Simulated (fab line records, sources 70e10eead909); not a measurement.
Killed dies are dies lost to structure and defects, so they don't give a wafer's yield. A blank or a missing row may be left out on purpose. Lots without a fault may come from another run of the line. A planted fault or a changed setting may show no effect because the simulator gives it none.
fab line records | flow nand_harc | part 1 of 2: steps 1 to 4 of 6
record lots=21 wafers=63 last_day=24
route steps=1159 shown P_GATE@148 P_CONTACT@237 P_M2@331
lots that met no fault: from a run of the same line without faults
start_h: hours from the record's first day to the start of the lot's first wafer shown | wait_h: hours since the lot's step before | " the same as in the row above | L1.1+2: a row that stands for several wafers | - no value, or no start given | * or withheld: withheld | < > ~ a bound
route shown NAME@n: a module of which the file shows steps, and the number in the route of the first | usual: mean/standard deviation of fault-free wafers | same: alike in all rows | chamber/n: place in a boat | sites: the reading at each site | _std_site: their standard deviation | _edge_site: outer sites' mean less inner sites' | radius_mm: how far each site lies from the wafer's centre | mask NAME#n: copy n | behind: the tool/chamber that last shaped the wafer | hold: why the lot was held/for how many hours/how that ended | device: the transistor (n, p or np) that didn't switch | end of line: the same wafers' tests at the end of the route | a step without rows: its recipe alone | killed: dies lost to structure and defects at the first sort, not the wafer's yield | map: a wafer's dies, x killed, . not, _ none there
set.NAME: the setting as run; set.NAME@STEP: as run at that earlier step | model.NAME: the simulator's own value behind a step, which no gauge read
steps of the route over a sample of lots; a table a step, a row a wafer
services: from which hour (start_h, from the record's first day; less than 0 if before it) a tool's chamber was out of use, for how many hours, and why
## steps
# step NHARC_P_GATE_ETCH_114
# recipe target_depth_a=300 overetch_a=30 time_s=16.5 ion_energy_ev=100 cf4_flow_sccm=80 o2_flow_sccm=20 ar_flow_sccm=0 rf_w=300 bias_w=100 chemistry=CF4/O2
# usual chamber_pressure_mTorr=30.001/0.024 drypump_motor_current_A=5.6/0.53 oes_product_au=1.001/0.0083 rf_vpp_V=198.0/1.6 showerhead_plenum_p_Torr=1.35/0.065 throttle_valve_pct=13.398/0.0091
# columns lot.wafer tool chamber start_h wait_h chamber_pressure_mTorr drypump_motor_current_A oes_product_au rf_hours_counter_h rf_vpp_V showerhead_plenum_p_Torr throttle_valve_pct
L074.2 rie_diel-11 2 - - 29.988 4.8 1.003 26 200.5 1.42 13.406
L074.4 " 3 " " 29.997 6.0 1.011 25 199.8 1.44 13.385
L074.6 " 2 " " 30.013 4.8 1.013 - 199.0 1.42 13.395
L076.2 rie_diel-02 3 - - 29.991 5.8 1.000 23 198.6 1.40 13.390
L076.3 " 1 " " 29.993 4.9 1.008 21 199.3 1.37 13.403
L076.5 " 0 " " 30.002 6.3 1.000 - 199.5 1.42 13.403
L075.1 rie_diel-02 2 - - 30.054 5.5 1.001 22 197.1 1.26 13.393
L075.3 " 1 " " 30.023 4.9 1.001 21 200.3 1.37 13.413
L075.6 " 2 " " 30.018 5.5 1.003 - 197.4 1.26 13.397
L078.3 rie_diel-11 3 - - 30.036 6.0 1.001 32 199.5 1.44 13.421
L078.5 " 1 " " 29.996 6.3 0.996 - 196.7 1.28 13.396
L078.6 " 2 " " 30.000 4.8 0.997 - 200.2 1.41 13.391
L077.1 rie_diel-12 2 - - 29.998 5.8 1.002 29 196.7 1.35 13.402
L077.3 " 1 " " 29.991 5.0 0.999 28 195.7 1.28 13.399
L077.5 " 2 " " 29.984 5.8 1.006 - 197.3 1.35 13.402
L079.1 rie_diel-11 1 - - 30.057 6.4 1.008 38 195.8 1.28 13.395
L079.2 " 2 " " 30.029 4.8 1.002 39 198.9 1.41 13.389
L079.3 " 3 " " 29.951 5.9 1.013 37 199.8 1.44 13.408
L081.4 rie_diel-11 3 - - 30.028 5.9 1.009 38 200.0 1.44 13.404
L081.6 " 3 " " 30.009 5.9 1.010 - 199.9 1.44 13.411
L081.5 " 0 " " 30.016 5.1 1.006 - 195.6 1.26 13.392
L080.1 rie_diel-12 0 - - 29.973 5.7 1.008 32 198.0 1.34 13.393
L080.6 " 2 " " 29.990 5.8 0.996 - 197.8 1.35 13.398
L080.5 " 3 " " 30.032 5.9 1.001 - 199.1 1.40 13.399
L083.2 rie_diel-11 1 - - 30.025 6.4 1.012 41 196.6 1.28 13.402
L083.3 " 2 " " 29.942 4.8 0.997 43 198.5 1.41 13.397
L083.4 " 3 " " 30.007 5.9 1.003 42 200.7 1.44 13.390
L082.3 rie_diel-02 1 - - 30.044 4.9 1.008 27 198.4 1.37 13.397
L082.4 " 3 " " 30.007 5.8 1.008 29 197.3 1.40 13.404
L082.6 " 2 " " 29.995 5.5 1.011 - 196.5 1.26 13.403
L085.1 rie_diel-12 3 - - 30.017 5.9 0.988 43 198.4 1.40 13.403
L085.3 " 1 " " 30.027 5.0 0.991 45 195.1 1.28 13.383
L085.5 " 2 " " 29.978 5.8 0.994 - 197.0 1.34 13.400
L087.3 rie_diel-02 1 - - 29.987 5.0 1.000 3 200.2 1.37 13.382
L087.2 " 2 " " 30.004 5.5 0.991 3 196.8 1.26 13.404
L087.5 " 1 " " 30.024 4.9 0.997 - 197.1 1.37 13.401
L084.4 rie_diel-11 2 - - 30.020 4.8 1.004 57 199.9 1.41 13.383
L084.2 " 3 " " 30.034 6.0 1.010 60 198.7 1.43 13.395
L084.3 " 0 " " 30.034 5.1 1.004 50 195.4 1.25 13.397
L088.3 rie_diel-11 0 - - 29.947 5.1 1.013 52 197.1 1.25 13.404
L088.1 " 2 " " 30.040 4.8 1.015 59 198.9 1.41 13.395
L088.6 " 3 " " 29.982 5.9 1.010 - 201.6 1.43 13.392
L089.4 rie_diel-02 1 - - 29.987 4.9 0.995 6 199.2 1.37 13.391
L089.3 " 2 " " 30.017 5.5 0.998 6 195.6 1.25 13.403
L089.5 " 2 " " 29.965 5.5 1.007 - 195.9 1.25 13.405
L090.3 rie_diel-02 2 - - 30.040 5.5 1.014 8 196.3 1.25 13.398
L090.1 " 3 " " 29.981 5.8 1.000 9 201.1 1.40 13.405
L090.2 " 0 " " 29.993 6.3 1.004 10 199.3 1.42 13.405
L093.3 rie_diel-02 3 - - 30.018 5.8 0.994 10 198.3 1.40 13.395
L093.2 " 0 " " 30.011 6.3 1.004 11 199.8 1.42 13.405
L093.6 " 1 " " 30.020 4.9 0.990 - 197.5 1.37 13.383
L091.4 rie_diel-12 3 - - 30.006 5.9 0.995 63 197.8 1.39 13.390
L091.6 " 1 " " 30.006 5.0 0.987 - 196.6 1.27 13.382
L091.5 " 2 " " 30.026 5.8 1.003 - 196.0 1.34 13.406
L094.1 rie_diel-02 1 - - 30.006 4.9 0.992 10 198.5 1.37 13.394
L094.3 " 3 " " 30.006 5.8 0.992 10 199.9 1.40 13.399
L094.5 " 1 " " 29.987 4.9 1.004 - 198.4 1.37 13.391
L092.1 rie_diel-11 2 - - 29.986 4.8 1.003 2 200.2 1.41 13.398
L092.2 " 3 " " 29.984 5.9 1.005 2 200.8 1.43 13.411
L092.6 " 1 " " 29.992 6.4 0.997 - 196.2 1.28 13.386
L096.4 rie_diel-02 1 - - 29.990 4.9 0.991 15 197.6 1.37 13.403
L096.3 " 2 " " 29.947 5.5 0.998 14 195.8 1.25 13.413
L096.1 " 0 " " 29.965 6.3 0.999 16 199.1 1.42 13.399
# step NHARC_P_CONTACT_ETCH_36
# recipe target_depth_a=2600 over_etch_frac=0.25 time_s=406.25 ion_energy_ev=200 n2_flow_sccm=150 h2_flow_sccm=150 ar_flow_sccm=0 rf_w=400 bias_w=150 chemistry=N2/H2
# usual chamber_pressure_mTorr=30.001/0.026 drypump_motor_current_A=5.9/0.43 oes_product_au=1.000/0.0073 rf_vpp_V=430.3/2.8 showerhead_plenum_p_Torr=2.03/0.098 throttle_valve_pct=14.171/0.0095
# columns lot.wafer tool chamber start_h wait_h chamber_pressure_mTorr drypump_motor_current_A oes_product_au rf_hours_counter_h rf_vpp_V showerhead_plenum_p_Torr throttle_valve_pct
L074.4 rie_diel-05 1 - - 29.985 5.9 0.991 10 426.5 1.90 14.168
L074.2 " 2 " " 30.032 6.2 0.995 9 430.0 2.07 14.167
L074.6 " 2 " " 29.980 6.2 0.999 - 429.4 2.07 14.165
L075.1 rie_diel-05 0 - - 29.988 5.8 0.995 12 430.0 2.00 14.163
L075.3 " 1 " " 30.031 6.0 1.001 12 426.9 1.90 14.177
L075.6 " 0 " " 30.023 5.8 0.999 - 430.1 2.00 14.160
L076.2 rie_diel-13 2 - - 29.953 5.7 0.999 2 427.4 1.92 14.166
L076.3 " 0 " " 30.003 6.5 1.003 1 434.4 2.19 14.161
L076.5 " 1 " " 30.040 5.7 1.003 - 433.6 2.14 14.179
L078.3 rie_diel-05 3 - - 29.996 6.4 1.005 12 433.0 2.12 14.173
L078.5 " 2 " " 29.991 6.2 1.008 - 430.1 2.07 14.157
L078.6 " 3 " " 30.009 6.4 1.003 - 432.4 2.12 14.157
L077.3 rie_diel-13 2 - - 30.001 5.6 0.998 3 427.0 1.92 14.182
L077.1 " 0 " " 30.007 6.5 0.998 3 434.0 2.19 14.170
L077.5 " 0 " " 29.924 6.6 1.006 - 433.3 2.19 14.175
L079.2 rie_diel-13 2 - - 30.020 5.6 0.994 4 426.9 1.92 14.171
L079.3 " 3 " " 29.996 5.2 0.994 4 431.8 2.00 14.180
L079.1 " 0 " " 29.983 6.5 0.990 4 434.3 2.19 14.155
L081.5 rie_diel-13 3 - - 29.982 5.2 0.998 - 428.9 2.00 14.173
L081.4 " 0 " " 29.955 6.6 1.007 - 432.3 2.19 14.180
L081.6 " 2 " " 30.028 5.7 1.004 - 427.0 1.92 14.165
L080.1 rie_diel-05 3 - - 29.987 6.3 1.000 14 431.8 2.12 14.176
L080.6 " 1 " " 29.977 5.9 1.000 - 426.5 1.90 14.190
L080.5 " 2 " " 30.054 6.2 0.994 - 431.1 2.07 14.163
L083.4 rie_diel-05 2 - - 30.001 6.2 0.983 15 430.2 2.06 14.179
L083.3 " 0 " " 30.002 5.8 1.001 17 429.8 2.00 14.172
L083.2 " 1 " " 29.971 5.9 0.993 16 426.5 1.90 14.186
L082.3 rie_diel-13 2 - - 29.977 5.6 0.990 6 428.3 1.92 14.165
L082.4 " 3 " " 30.050 5.2 0.986 6 431.5 2.00 14.162
L082.6 " 3 " " 30.029 5.2 0.988 - 429.3 2.00 14.178
L085.3 rie_diel-13 1 - - 29.974 5.7 0.998 4 432.7 2.14 14.161
L085.1 " 3 " " 30.005 5.2 1.004 8 428.7 2.00 14.179
L085.5 " 2 " " 29.999 5.6 1.013 - 426.7 1.92 14.187
L087.2 rie_diel-13 1 - - 30.037 5.7 1.002 6 432.2 2.14 14.175
L087.3 " 3 " " 30.008 5.2 1.002 9 430.3 2.00 14.175
L087.5 " 1 " " 29.966 5.7 1.012 - 432.5 2.14 14.176
L084.4 rie_diel-13 2 - - 30.035 5.6 0.995 10 427.9 1.92 14.163
L084.3 " 3 " " 30.020 5.1 0.999 9 427.5 2.00 14.160
L084.2 " 1 " " 29.958 5.7 1.002 6 433.4 2.14 14.164
L089.4 rie_diel-05 1 - - 30.053 6.0 0.993 1 427.0 1.90 14.182
L089.3 " 0 " " 30.041 5.8 0.995 2 428.6 2.00 14.169
L089.5 " 1 " " 29.987 6.0 0.995 - 426.6 1.90 14.172
L088.3 rie_diel-05 3 - - 30.005 6.4 0.999 2 432.6 2.12 14.166
L088.1 " 0 " " 30.023 5.8 0.998 2 429.0 2.00 14.177
L088.6 " 3 " " 29.964 6.4 0.992 - 432.8 2.12 14.184
L090.3 rie_diel-04 2 - - 30.014 5.7 0.996 37 430.0 2.00 14.162
L090.1 " 0 " " 29.985 5.0 1.001 10 426.2 1.92 14.175
L090.2 " 1 " " 29.959 6.2 1.007 33 429.0 1.97 14.174
L093.3 rie_diel-05 3 - - 30.001 6.4 0.998 3 431.9 2.12 14.158
L093.2 " 1 " " 30.009 5.9 1.003 2 427.5 1.90 14.179
L093.6 " 2 " " 29.981 6.2 1.017 - 431.2 2.06 14.161
L094.1 rie_diel-13 0 - - 29.982 6.5 1.015 12 434.5 2.19 14.190
L094.3 " 1 " " 30.025 5.7 1.005 9 433.0 2.13 14.182
L094.5 " 3 " " 29.978 5.2 1.000 - 429.2 1.99 14.178
L091.4 rie_diel-05 3 - - 29.995 6.3 0.990 3 430.8 2.12 14.168
L091.6 " 1 " " 30.000 5.9 0.996 - 425.4 1.90 14.161
L091.5 " 2 " " 29.995 6.2 0.997 - 431.1 2.06 14.171
L092.1 rie_diel-05 1 - - 29.940 5.9 1.011 4 426.7 1.90 14.170
L092.2 " 2 " " 30.008 6.2 1.018 4 431.2 2.06 14.161
L092.6 " 0 " " 29.997 5.8 0.997 - 431.1 2.00 14.189
L096.3 rie_diel-05 3 - - 30.009 6.3 0.995 6 433.6 2.12 14.169
L096.4 " 0 " " 30.025 5.8 1.004 6 428.5 2.00 14.152
L096.1 " 1 " " 29.986 6.0 0.994 5 425.4 1.90 14.179
# step NHARC_P_CONTACT_CD_MEAS_19
# usual cd_nm=89.1/1.1
# columns lot.wafer tool chamber start_h wait_h cd_nm
L074.2 cd_sem-03 - 105.41 - 89.9
L074.4 " - " " 89.8
L074.6 " - " " 88.2
L075.1 cd_sem-02 - 119.40 - 90.8
L075.3 " - " " 90.7
L075.6 " - " " 90.5
L076.2 cd_sem-03 - 120.29 - 88.4
L076.3 " - " " 86.6
L076.5 " - " " 87.6
L078.3 cd_sem-03 - 133.58 - 88.9
L078.5 " - " " 88.6
L078.6 " - " " 88.8
L077.1 cd_sem-03 - 133.89 - 87.5
L077.3 " - " " 89.5
L077.5 " - " " 88.3
L079.1 cd_sem-01 - 144.91 - 87.3
L079.2 " - " " 89.1
L079.3 " - " " 87.8
L081.4 cd_sem-02 - 149.82 - 90.7
L081.5 " - " " 88.7
L081.6 " - " " 89.6
L080.1 cd_sem-03 - 150.62 - 90.7
L080.5 " - " " 90.6
L080.6 " - " " 89.3
L083.2 cd_sem-02 - 161.02 - 89.1
L083.3 " - " " 89.8
L083.4 " - " " 90.0
L082.3 cd_sem-03 - 161.36 - 89.5
L082.4 " - " " 87.3
L082.6 " - " " 87.7
L085.1 cd_sem-01 - 185.03 - 88.9
L085.3 " - " " 88.7
L085.5 " - " " 88.4
L087.2 cd_sem-03 - 193.70 - 88.4
L087.3 " - " " 87.2
L087.5 " - " " 90.6
L084.2 cd_sem-03 - 196.24 - 89.7
L084.3 " - " " 87.4
L084.4 " - " " 89.6
L089.3 cd_sem-03 - 202.23 - 88.5
L089.4 " - " " 87.7
L089.5 " - " " 89.0
L088.1 cd_sem-01 - 204.40 - 87.6
L088.3 " - " " 88.0
L088.6 " - " " 90.2
L090.1 cd_sem-03 - 215.68 - 91.2
L090.2 " - " " 89.9
L090.3 " - " " 88.6
L093.2 cd_sem-02 - 222.74 - 89.2
L093.3 " - " " 88.5
L093.6 " - " " 89.8
L094.1 cd_sem-01 - 223.54 - 89.6
L094.3 " - " " 89.2
L094.5 " - " " 89.1
L091.4 cd_sem-01 - 223.87 - 89.0
L091.5 " - " " 88.6
L091.6 " - " " 88.3
L092.1 cd_sem-02 - 228.84 - 88.6
L092.2 " - " " 90.8
L092.6 " - " " 87.3
L096.1 cd_sem-02 - 239.84 - 90.7
L096.3 " - " " 89.1
L096.4 " - " " 89.1
# step NHARC_P_CONTACT_ALD_22
# recipe target_thk_a=30 pulse_time_s=1 ald_cycles=150 temp_c=450 material=TiN
# usual heater_power_w=1111/87 precursor_pulse_height_rel=0.999/0.018
# columns lot.wafer tool chamber start_h wait_h heater_power_w precursor_pulse_height_rel
L074.4 ald_metal-02 1 106.39 - 1155 1.010
L074.2 " 2 " " 1157 0.995
L074.6 " 1 " " 1146 1.013
L075.1 ald_metal-02 1 120.39 - 1149 1.014
L075.3 " 3 " " 929 1.041
L075.6 " 1 " " 1145 1.009
L076.2 ald_metal-04 3 121.30 - 1031 0.981
L076.3 " 0 " " 1136 0.976
L076.5 " 1 " " 1224 1.022
L078.3 ald_metal-01 1 134.61 - 1127 0.983
L078.6 " 2 " " 1219 0.994
L078.5 " 3 " " 1115 1.004
L077.3 ald_metal-04 1 134.85 - 1223 0.978
L077.1 " 3 " " 1043 0.991
L077.5 " 1 " " 1200 0.986
L079.2 ald_metal-02 3 145.88 - 927 0.982
L079.1 " 1 " " 1141 1.006
L079.3 " 2 " " 1183 0.970
L081.4 ald_metal-01 2 150.85 - 1227 1.015
L081.5 " 0 " " 989 1.012
L081.6 " 1 " " 1138 1.023
L080.1 ald_metal-04 1 151.66 - 1210 1.014
L080.5 " 3 " " 1050 0.961
L080.6 " 0 " " 1114 1.002
L083.2 ald_metal-01 0 162.00 - 962 1.000
L083.3 " 1 " " 1153 1.003
L083.4 " 1 " " 1145 1.010
L082.4 ald_metal-04 1 162.45 - 1203 0.969
L082.3 " 3 " " 1058 0.997
L082.6 " 0 " " 1107 1.008
L085.3 ald_metal-04 0 186.13 - 1151 1.004
L085.1 " 1 " " 1213 1.010
L085.5 " 3 " " 1060 1.011
L087.2 ald_metal-01 2 194.67 - 1202 0.982
L087.3 " 3 " " 1135 0.952
L087.5 " 2 " " 1198 1.012
L084.4 ald_metal-04 1 197.20 - 1220 1.008
L084.2 " 2 " " 1078 0.990
L084.3 " 3 " " 1065 1.016
L089.4 ald_metal-04 2 203.22 - 1062 0.992
L089.3 " 3 " " 1026 0.981
L089.5 " 1 " " 1242 1.040
L088.3 ald_metal-01 2 205.37 - 1224 1.018
L088.1 " 0 " " 968 1.014
L088.6 " 2 " " 1208 1.019
L090.2 ald_metal-04 2 216.64 - 1062 1.010
L090.3 " 3 " " 1040 0.985
L090.1 " 0 " " 1139 0.955
L093.2 ald_metal-02 1 223.73 - 1179 0.991
L093.3 " 3 " " 951 0.991
L093.6 " 3 " " 974 1.013
L094.1 ald_metal-01 1 224.51 - 1142 0.999
L094.3 " 2 " " 1239 1.012
L094.5 " 0 " " 966 0.961
L091.4 ald_metal-04 3 224.88 - 1059 0.970
L091.6 " 0 " " 1137 0.997
L091.5 " 1 " " 1206 0.998
L092.1 ald_metal-01 3 229.93 - 1131 0.995
L092.2 " 0 " " 966 0.998
L092.6 " 2 " " 1174 0.976
L096.3 ald_metal-01 3 240.85 - 1168 0.977
L096.4 " 0 " " 953 1.010
L096.1 " 2 " " 1190 0.981
